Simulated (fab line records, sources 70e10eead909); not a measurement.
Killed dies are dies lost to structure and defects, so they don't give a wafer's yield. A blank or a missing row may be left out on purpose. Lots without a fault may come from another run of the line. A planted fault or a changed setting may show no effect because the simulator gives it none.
Chamber matching | flow nand_harc | NHARC_A_M1_DESCUM_14 on rie_diel-01: 4 sister chambers
The step chemistry O2, time 3 s. 20 wafers are shown with their chamber, then 10 later ones without.

WAFERS WITH THEIR CHAMBER
wafer  | chamber | showerhead_plenum_p_Torr (Torr) | oes_product_au (a.u.) | o2_flow_sccm (sccm)
L077.1 | 1       | 1.99                            | 1.002                 | 200.7
L077.4 | 2       | 2.07                            | 0.991                 | 201.0
L077.6 | 0       | 1.88                            | 0.998                 | 199.8
L078.1 | 1       | 1.99                            | 1.011                 | 199.7
L078.5 | 3       | 1.98                            | 1.011                 | 200.0
L078.6 | 0       | 1.88                            | 0.997                 | 200.5
L080.1 | 2       | 2.07                            | 0.990                 | 199.6
L080.4 | 0       | 1.88                            | 0.989                 | 200.3
L080.5 | 2       | 2.07                            | 1.004                 | 200.5
L086.3 | 3       | 1.98                            | 1.000                 | 200.2
L086.5 | 1       | 1.98                            | 0.997                 | 200.1
L086.6 | 0       | 1.88                            | 0.990                 | 200.2
L085.1 | 2       | 2.06                            | 1.002                 | 199.5
L085.3 | 1       | 1.99                            | 0.995                 | 199.4
L085.5 | 0       | 1.88                            | 0.992                 | 201.0
L087.1 | 3       | 1.98                            | 1.002                 | 199.5
L087.2 | 0       | 1.88                            | 0.988                 | 199.7
L087.5 | 3       | 1.98                            | 1.005                 | 198.9
L091.3 | 3       | 1.98                            | 1.003                 | 199.8
L091.5 | 3       | 1.98                            | 1.000                 | 199.6

SIGNATURES (means of the wafers above)
reading                  | chamber 0 | chamber 1 | chamber 2 | chamber 3 | scatter within a chamber
showerhead_plenum_p_Torr | 1.8800    | 1.9875    | 2.0675    | 1.9800    | 0.00306
oes_product_au           | 0.99233   | 1.00125   | 0.99675   | 1.00350   | 0.00551
o2_flow_sccm             | 200.250   | 199.975   | 200.150   | 199.667   | 0.541
Rule: a wafer's distance from a chamber is the root of the sum, over the readings, of the square of ((its reading less the chamber's mean) divided by the reading's scatter). The wafer belongs to the nearest chamber; if the next one is less than 2 further off, it can't be placed. The scatter: the root of (the sum of the squares of (reading less its chamber's mean) over the shown wafers, divided by (wafers less chambers)).

WAFERS WITHOUT THEIR CHAMBER
wafer  | showerhead_plenum_p_Torr (Torr) | oes_product_au (a.u.) | o2_flow_sccm (sccm)
L091.6 | 1.88                            | 0.988                 | 199.6
L092.1 | 1.88                            | 0.999                 | 198.3
L092.3 | 1.99                            | 0.997                 | 200.3
L092.6 | 1.98                            | 1.005                 | 200.7
L093.1 | 1.88                            | 0.998                 | 199.9
L093.2 | 2.06                            | 1.000                 | 201.5
L093.6 | 1.88                            | 1.000                 | 200.2
L095.2 | 2.06                            | 1.010                 | 199.7
L095.3 | 1.88                            | 0.996                 | 200.0
L095.4 | 2.06                            | 0.990                 | 200.4

WHICH CHAMBER EACH WENT THROUGH
wafer  | from the rows above     | in truth
L091.6 | 0                       | 0
L092.1 | 0                       | 0
L092.3 | 1                       | 1
L092.6 | can't be placed: 3 or 1 | 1
L093.1 | 0                       | 0
L093.2 | 2                       | 2
L093.6 | 0                       | 0
L095.2 | 2                       | 2
L095.3 | 0                       | 0
L095.4 | 2                       | 2
Placed correctly: 9 of 10. Can't be placed from these rows: 1 (the true chamber is among the candidates in 1). Placed wrongly: 0.
